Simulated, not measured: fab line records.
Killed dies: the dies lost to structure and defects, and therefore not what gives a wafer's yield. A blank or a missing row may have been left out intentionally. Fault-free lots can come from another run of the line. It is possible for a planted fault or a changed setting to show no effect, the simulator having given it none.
What tool caused it?    flow n5_finfet    23 lots, 69 wafers sampled, at 6 steps of a route of 1938

== WHAT THE GAUGES SHOWED, per wafer ==
The record holds no reading of a measuring or inspecting step that can be judged against a usual standard deviation.

== EACH LOT AND THE TOOL THAT RAN IT (in order: tool; ch and the chambers of the sampled wafers; start) ==
lot   N5_BEOL_M13_TRENCH_ETCH_34          N5_BEOL_M13_PRE_CLEAN_42      N5_BEOL_M14_VIA_ETCH_16             N5_BEOL_M14_ETCH_67                 N5_BEOL_M14_PRE_CLEAN_42      N5_BEOL_M14_SPUTTER_43
L074  rie_diel-05 ch 0,1, day 14 05:16    pvd_sputter-03, day 14 12:52  rie_diel-04 ch 1,2,3, day 14 14:55  rie_diel-01 ch 1,2, day 14 15:52    pvd_sputter-01, day 14 17:32  pvd_sputter-01, day 14 17:34
L077  rie_diel-06 ch 0,2,3, day 14 22:40  pvd_sputter-02, day 15 02:24  rie_diel-03 ch 1,3, day 15 04:31    rie_diel-03 ch 1,3, day 15 05:20    pvd_sputter-03, day 15 08:21  pvd_sputter-03, day 15 08:23
L075  rie_diel-02 ch 0,1,3, day 15 03:01  pvd_sputter-01, day 15 05:07  rie_diel-04 ch 0,1,2, day 15 07:33  rie_diel-04 ch 0,2,3, day 15 08:21  pvd_sputter-02, day 15 10:55  pvd_sputter-02, day 15 10:58
L076  rie_diel-02 ch 0,1,2, day 15 08:19  pvd_sputter-02, day 15 10:36  rie_diel-01 ch 0,2,3, day 15 13:01  rie_diel-01 ch 1,2,3, day 15 13:49  pvd_sputter-01, day 15 15:14  pvd_sputter-01, day 15 15:17
L078  rie_diel-05 ch 0,2,3, day 15 15:11  pvd_sputter-02, day 15 17:50  rie_diel-01 ch 1,3, day 15 19:47    rie_diel-03 ch 1,3, day 15 20:35    pvd_sputter-02, day 15 22:35  pvd_sputter-02, day 15 22:37
L080  rie_diel-05 ch 0,3, day 16 01:27    pvd_sputter-03, day 16 02:04  rie_diel-04 ch 1,2,3, day 16 04:02  rie_diel-04 ch 0,3, day 16 04:57    pvd_sputter-02, day 16 10:32  pvd_sputter-02, day 16 10:35
L082  rie_diel-06 ch 0,2,3, day 16 04:59  pvd_sputter-03, day 16 14:23  rie_diel-01 ch 1,2,3, day 16 16:26  rie_diel-03 ch 0,1, day 16 17:14    pvd_sputter-03, day 16 21:49  pvd_sputter-03, day 16 21:51
L079  rie_diel-02 ch 1,2,3, day 16 17:36  pvd_sputter-01, day 16 20:55  rie_diel-03 ch 0,1,3, day 16 22:58  rie_diel-04 ch 1,2, day 16 23:54    pvd_sputter-03, day 17 01:17  pvd_sputter-03, day 17 01:19
L086  rie_diel-05 ch 1,2,3, day 17 09:07  pvd_sputter-02, day 17 12:28  rie_diel-03 ch 0,1,3, day 17 14:23  rie_diel-03 ch 0,1, day 17 15:13    pvd_sputter-03, day 17 17:26  pvd_sputter-03, day 17 17:29
L081  rie_diel-05 ch 1,2, day 17 15:32    pvd_sputter-02, day 17 17:18  rie_diel-03 ch 0,1,3, day 17 19:23  rie_diel-01 ch 0,2,3, day 17 20:13  pvd_sputter-03, day 17 22:02  pvd_sputter-03, day 17 22:05
L083  rie_diel-05 ch 0,3, day 17 20:30    pvd_sputter-01, day 17 22:32  rie_diel-01 ch 0,1,3, day 18 00:39  rie_diel-01 ch 0,2,3, day 18 01:27  pvd_sputter-03, day 18 03:18  pvd_sputter-03, day 18 03:20
L084  rie_diel-02 ch 0,2, day 17 20:58    pvd_sputter-01, day 17 22:51  rie_diel-01 ch 0,1, day 18 01:06    rie_diel-01 ch 0,2,3, day 18 02:06  pvd_sputter-03, day 18 03:43  pvd_sputter-03, day 18 03:46
L090  rie_diel-05 ch 2,3, day 18 06:19    pvd_sputter-02, day 18 10:37  rie_diel-04 ch 0,2, day 18 12:40    rie_diel-01 ch 0,1, day 18 13:35    pvd_sputter-02, day 18 16:09  pvd_sputter-02, day 18 16:11
L085  rie_diel-02 ch 0,1,3, day 18 07:28  pvd_sputter-02, day 18 10:59  rie_diel-01 ch 0,2,3, day 18 12:55  rie_diel-03 ch 0,2, day 18 13:43    pvd_sputter-03, day 18 17:34  pvd_sputter-03, day 18 17:37
L089  rie_diel-06 ch 0,1,2, day 18 21:58  pvd_sputter-03, day 19 03:11  rie_diel-01 ch 0,3, day 19 05:14    rie_diel-01 ch 1,3, day 19 06:10    pvd_sputter-03, day 19 13:11  pvd_sputter-03, day 19 13:13
L087  rie_diel-02 ch 0,2, day 19 01:02    pvd_sputter-01, day 19 04:47  rie_diel-01 ch 0,1, day 19 06:50    rie_diel-01 ch 0,1,3, day 19 07:46  pvd_sputter-01, day 19 13:14  pvd_sputter-01, day 19 13:17
L088  rie_diel-05 ch 0,2,3, day 19 01:23  pvd_sputter-01, day 19 05:08  rie_diel-04 ch 1,2, day 19 07:31    rie_diel-04 ch 1,2,3, day 19 08:33  pvd_sputter-03, day 19 15:31  pvd_sputter-03, day 19 15:34
L091  rie_diel-05 ch 0,2,3, day 19 05:43  pvd_sputter-02, day 19 10:54  rie_diel-01 ch 0,1, day 19 12:53    rie_diel-03 ch 0,1,2, day 19 13:41  pvd_sputter-03, day 19 16:25  pvd_sputter-03, day 19 16:28
L096  rie_diel-02 ch 0,1, day 19 16:37    pvd_sputter-02, day 19 19:14  rie_diel-04 ch 2,3, day 19 21:44    rie_diel-03 ch 1,2, day 19 22:41    pvd_sputter-03, day 20 01:49  pvd_sputter-03, day 20 01:52
L092  rie_diel-05 ch 1,3, day 19 21:11    pvd_sputter-01, day 19 23:17  rie_diel-03 ch 0,1,2, day 20 01:52  rie_diel-03 ch 0,1, day 20 02:39    pvd_sputter-03, day 20 06:14  pvd_sputter-03, day 20 06:17
L094  rie_diel-05 ch 1,2,3, day 19 21:44  pvd_sputter-01, day 20 01:46  rie_diel-03 ch 1,2,3, day 20 03:59  rie_diel-03 ch 0,1,3, day 20 04:55  pvd_sputter-01, day 20 06:17  pvd_sputter-01, day 20 06:19
L095  rie_diel-06 ch 2,3, day 20 06:32    pvd_sputter-03, day 20 07:10  rie_diel-03 ch 0,2, day 20 10:20    rie_diel-03 ch 0,2, day 20 11:16    pvd_sputter-02, day 20 13:39  pvd_sputter-02, day 20 13:41
L097  rie_diel-05 ch 0,1,2, day 20 13:11  pvd_sputter-01, day 20 18:15  rie_diel-04 ch 0,1,2, day 20 20:47  rie_diel-04 ch 0,1,2, day 20 21:43  pvd_sputter-02, day 21 01:34  pvd_sputter-02, day 21 01:36
- N5_BEOL_M13_TRENCH_ETCH_34: etches SiOC in C4F8/O2/Ar, target depth 413.47 nm, time 162.6 s.
- N5_BEOL_M13_PRE_CLEAN_42: time 30 s.
- N5_BEOL_M14_VIA_ETCH_16: etches SiO2 in C4F8/O2/Ar, target depth 1231.3 nm.
- N5_BEOL_M14_ETCH_67: etches SiARC in CF4, target depth 143 nm, time 238.3 s.
- N5_BEOL_M14_PRE_CLEAN_42: time 30 s.
- N5_BEOL_M14_SPUTTER_43: material TaN, target thk 15 nm, time 24.19 s.

== WHAT THE TOOLS THEMSELVES READ (means of the sampled wafers that have a number; where no wafer has one, the mark that the record gives instead) ==
N5_BEOL_M13_TRENCH_ETCH_34. Usual: chamber_pressure_mTorr 30.00 mTorr, standard deviation 0.03; drypump_motor_current_A 5.6 A, standard deviation 0.46; oes_product_au 0.78 a.u., standard deviation 0.096; rf_vpp_V 666 V, standard deviation 3.7; showerhead_plenum_p_Torr 3.42 Torr, standard deviation 0.13; throttle_valve_pct 24.17 %, standard deviation 0.2.
lot   tool         chamber_pressure_mTorr (mTorr)  drypump_motor_current_A (A)  oes_product_au (a.u.)  rf_vpp_V (V)  showerhead_plenum_p_Torr (Torr)  throttle_valve_pct (%)  flag
L074  rie_diel-05  29.98                           5.4                          0.69                   666           3.43                             24.39                   
L077  rie_diel-06  30.03                           5.8                          0.87                   665           3.42                             24.18                   
L075  rie_diel-02  30.01                           5.6                          0.83                   667           3.47                             24.28                   
L076  rie_diel-02  29.99                           5.4                          0.88                   669           3.54                             24.08                   
L078  rie_diel-05  30.00                           5.6                          0.70                   663           3.35                             24.20                   
L080  rie_diel-05  29.97                           5.5                          0.69                   661           3.24                             24.16                   
L082  rie_diel-06  29.99                           5.8                          0.84                   666           3.42                             24.20                   
L079  rie_diel-02  29.97                           5.7                          0.82                   667           3.43                             24.12                   
L086  rie_diel-05  30.01                           5.8                          0.78                   665           3.44                             24.17                   
L081  rie_diel-05  30.00                           5.8                          0.86                   668           3.53                             24.19                   
L083  rie_diel-05  30.00                           5.2                          0.68                   660           3.23                             24.24                   
L084  rie_diel-02  30.01                           4.9                          0.89                   668           3.50                             24.02                   
L090  rie_diel-05  30.00                           5.9                          0.69                   663           3.34                             24.16                   
L085  rie_diel-02  29.98                           5.6                          0.79                   667           3.46                             24.29                   
L089  rie_diel-06  29.98                           5.6                          0.79                   667           3.42                             24.05                   
L087  rie_diel-02  30.00                           4.9                          0.87                   669           3.53                             24.19                   
L088  rie_diel-05  29.97                           5.6                          0.68                   663           3.33                             24.24                   
L091  rie_diel-05  30.01                           5.6                          0.68                   664           3.33                             24.24                   
L096  rie_diel-02  30.00                           5.3                          0.82                   671           3.56                             24.29                   
L092  rie_diel-05  30.01                           5.7                          0.74                   663           3.32                             24.14                   
L094  rie_diel-05  30.04                           5.8                          0.76                   665           3.43                             24.20                   
L095  rie_diel-06  30.03                           5.9                          0.85                   666           3.43                             24.18                   
L097  rie_diel-05  30.00                           5.6                          0.85                   669           3.55                             24.15                   

N5_BEOL_M13_PRE_CLEAN_42. Usual: 314 W for heater_power_w, sd 29.
lot   tool            heater_power_w (W)  flag
L074  pvd_sputter-03  298                 
L077  pvd_sputter-02  303                 
L075  pvd_sputter-01  325                 
L076  pvd_sputter-02  280                 
L078  pvd_sputter-02  304                 
L080  pvd_sputter-03  314                 
L082  pvd_sputter-03  308                 
L079  pvd_sputter-01  325                 
L086  pvd_sputter-02  301                 
L081  pvd_sputter-02  322                 
L083  pvd_sputter-01  322                 
L084  pvd_sputter-01  329                 
L090  pvd_sputter-02  285                 
L085  pvd_sputter-02  304                 
L089  pvd_sputter-03  303                 
L087  pvd_sputter-01  340                 
L088  pvd_sputter-01  327                 
L091  pvd_sputter-02  312                 
L096  pvd_sputter-02  281                 
L092  pvd_sputter-01  321                 
L094  pvd_sputter-01  342                 
L095  pvd_sputter-03  310                 
L097  pvd_sputter-01  341                 

N5_BEOL_M14_VIA_ETCH_16. Usual: value, then standard deviation, for each; chamber_pressure_mTorr 19.998 mTorr / 0.019; drypump_motor_current_A 5.69 A / 0.19; oes_f_703_au 0.79 a.u. / 0.082; oes_product_au 0.72 a.u. / 0.069; rf_vpp_V 2224 V / 77; showerhead_plenum_p_Torr 3.38 Torr / 0.096; throttle_valve_pct 30.8 % / 0.31.
lot   tool         chamber_pressure_mTorr (mTorr)  drypump_motor_current_A (A)  oes_f_703_au (a.u.)  oes_product_au (a.u.)  rf_vpp_V (V)  showerhead_plenum_p_Torr (Torr)  throttle_valve_pct (%)  flag
L074  rie_diel-04  19.986                          5.54                         0.83                 0.75                   2261          3.44                             30.7                    
L077  rie_diel-03  19.993                          5.70                         0.76                 0.67                   2162          3.30                             31.0                    
L075  rie_diel-04  20.000                          5.75                         0.89                 0.79                   2250          3.39                             30.6                    
L076  rie_diel-01  20.006                          5.75                         0.76                 0.70                   2230          3.36                             30.9                    
L078  rie_diel-01  20.008                          5.77                         0.80                 0.76                   2310          3.42                             30.6                    
L080  rie_diel-04  20.005                          5.52                         0.81                 0.74                   2259          3.43                             30.7                    
L082  rie_diel-01  20.010                          5.68                         0.74                 0.71                   2311          3.44                             31.0                    
L079  rie_diel-03  19.996                          5.66                         0.81                 0.71                   2149          3.31                             30.9                    
L086  rie_diel-03  20.005                          5.66                         0.81                 0.71                   2149          3.31                             30.9                    
L081  rie_diel-03  19.996                          5.66                         0.80                 0.70                   2149          3.31                             30.9                    
L083  rie_diel-01  19.998                          5.73                         0.77                 0.71                   2250          3.41                             30.8                    
L084  rie_diel-01  20.000                          5.63                         0.74                 0.68                   2273          3.48                             31.0                    
L090  rie_diel-04  19.991                          5.56                         0.85                 0.76                   2254          3.43                             30.9                    
L085  rie_diel-01  19.982                          5.75                         0.73                 0.68                   2229          3.34                             30.9                    
L089  rie_diel-01  19.977                          5.77                         0.77                 0.69                   2167          3.31                             30.7                    
L087  rie_diel-01  20.012                          5.63                         0.74                 0.68                   2273          3.47                             31.0                    
L088  rie_diel-04  19.996                          5.77                         0.86                 0.75                   2252          3.36                             30.5                    
L091  rie_diel-01  20.013                          5.67                         0.74                 0.68                   2190          3.39                             31.0                    
L096  rie_diel-04  19.986                          5.30                         0.72                 0.66                   2264          3.48                             30.9                    
L092  rie_diel-03  20.002                          5.76                         0.84                 0.74                   2160          3.37                             30.9                    
L094  rie_diel-03  19.983                          5.79                         0.78                 0.69                   2173          3.35                             31.0                    
L095  rie_diel-03  19.991                          5.67                         0.88                 0.78                   2166          3.39                             30.6                    
L097  rie_diel-04  20.007                          5.71                         0.83                 0.73                   2247          3.36                             30.7                    

N5_BEOL_M14_ETCH_67. Usual: value, then standard deviation, for each; chamber_pressure_mTorr 40.00 mTorr / 0.038; drypump_motor_current_A 5.68 A / 0.19; etch_rf_on_time_s 239 s / 8.8; oes_product_au 0.68 a.u. / 0.073; rf_vpp_V 183.6 V / 1.1; showerhead_plenum_p_Torr 2.10 Torr / 0.059; throttle_valve_pct 15.64 % / 0.27.
lot   tool         chamber_pressure_mTorr (mTorr)  drypump_motor_current_A (A)  etch_rf_on_time_s (s)  oes_product_au (a.u.)  rf_vpp_V (V)  showerhead_plenum_p_Torr (Torr)  throttle_valve_pct (%)  flag
L074  rie_diel-01  40.00                           5.59                         242                    0.65                   184.6         2.19                             15.84                   
L077  rie_diel-03  39.98                           5.73                         241                    0.63                   183.3         2.04                             15.75                   
L075  rie_diel-04  40.04                           5.51                         238                    0.70                   184.1         2.15                             15.71                   
L076  rie_diel-01  40.03                           5.67                         246                    0.66                   183.6         2.15                             15.71                   
L078  rie_diel-03  40.02                           5.74                         240                    0.63                   182.4         2.04                             15.78                   
L080  rie_diel-04  40.01                           5.44                         243                    0.63                   184.3         2.15                             15.93                   
L082  rie_diel-03  39.96                           5.69                         233                    0.69                   183.2         2.06                             15.65                   
L079  rie_diel-04  39.98                           5.76                         233                    0.74                   184.6         2.10                             15.38                   
L086  rie_diel-03  40.01                           5.61                         229                    0.73                   182.8         2.07                             15.47                   
L081  rie_diel-01  40.02                           5.74                         241                    0.65                   182.8         2.09                             15.74                   
L083  rie_diel-01  39.96                           5.74                         243                    0.64                   183.1         2.09                             15.75                   
L084  rie_diel-01  39.98                           5.76                         241                    0.65                   183.5         2.09                             15.75                   
L090  rie_diel-01  39.99                           5.61                         239                    0.64                   183.8         2.17                             15.76                   
L085  rie_diel-03  39.99                           5.82                         234                    0.80                   184.2         2.15                             15.32                   
L089  rie_diel-01  40.02                           5.62                         239                    0.67                   184.3         2.18                             15.66                   
L087  rie_diel-01  40.01                           5.71                         236                    0.66                   183.6         2.12                             15.64                   
L088  rie_diel-04  40.00                           5.53                         243                    0.67                   183.9         2.14                             15.64                   
L091  rie_diel-03  40.01                           5.76                         232                    0.72                   184.2         2.10                             15.52                   
L096  rie_diel-03  39.98                           5.83                         239                    0.67                   183.4         2.08                             15.71                   
L092  rie_diel-03  40.02                           5.69                         236                    0.65                   183.8         2.05                             15.71                   
L094  rie_diel-03  39.99                           5.66                         239                    0.64                   183.0         2.05                             15.66                   
L095  rie_diel-03  40.03                           5.67                         231                    0.74                   183.6         2.11                             15.34                   
L097  rie_diel-04  40.02                           5.72                         236                    0.70                   183.5         2.09                             15.57                   

N5_BEOL_M14_PRE_CLEAN_42. Usual: 434 W for heater_power_w, sd 39.
lot   tool            heater_power_w (W)  flag
L074  pvd_sputter-01  457                 
L077  pvd_sputter-03  420                 
L075  pvd_sputter-02  424                 
L076  pvd_sputter-01  475                 
L078  pvd_sputter-02  452                 
L080  pvd_sputter-02  404                 
L082  pvd_sputter-03  387                 
L079  pvd_sputter-03  387                 
L086  pvd_sputter-03  446                 
L081  pvd_sputter-03  421                 
L083  pvd_sputter-03  417                 
L084  pvd_sputter-03  420                 
L090  pvd_sputter-02  407                 
L085  pvd_sputter-03  428                 
L089  pvd_sputter-03  423                 
L087  pvd_sputter-01  483                 
L088  pvd_sputter-03  431                 
L091  pvd_sputter-03  406                 
L096  pvd_sputter-03  451                 
L092  pvd_sputter-03  407                 
L094  pvd_sputter-01  465                 
L095  pvd_sputter-02  447                 
L097  pvd_sputter-02  449                 

N5_BEOL_M14_SPUTTER_43. Usual: 29.9 % for throttle_valve_pct, sd 0.8.
lot   tool            throttle_valve_pct (%)  flag
L074  pvd_sputter-01  29.4                    
L077  pvd_sputter-03  30.0                    
L075  pvd_sputter-02  30.0                    
L076  pvd_sputter-01  29.4                    
L078  pvd_sputter-02  30.1                    
L080  pvd_sputter-02  29.8                    
L082  pvd_sputter-03  29.0                    
L079  pvd_sputter-03  28.9                    
L086  pvd_sputter-03  30.4                    
L081  pvd_sputter-03  30.3                    
L083  pvd_sputter-03  29.4                    
L084  pvd_sputter-03  29.5                    
L090  pvd_sputter-02  29.7                    
L085  pvd_sputter-03  30.1                    
L089  pvd_sputter-03  30.1                    
L087  pvd_sputter-01  29.5                    
L088  pvd_sputter-03  29.7                    
L091  pvd_sputter-03  29.1                    
L096  pvd_sputter-03  30.4                    
L092  pvd_sputter-03  30.0                    
L094  pvd_sputter-01  30.2                    
L095  pvd_sputter-02  30.1                    
L097  pvd_sputter-02  30.2                    

== THE ANSWER, worked out from the rows above alone ==
Rule: a lot is off if the mean of its wafers that have a number lies more than 3 standard deviations from the usual mean. Also off: a lot with no number at a reading for which 4 or more lots have one. Any other lot the step has rows for is counted as sound. The gauges are gone through in route order, then the tools' own readings, and for those a lot's mean is taken as printed above. The first step at which some lot is off is used, and at that step the reading that is off furthest; a lot without a number counts as furthest.
Across all readings shown, no lot is off: no conclusion can be drawn from this.

== WHAT HAD BEEN PUT IN BY THE SIMULATOR ==
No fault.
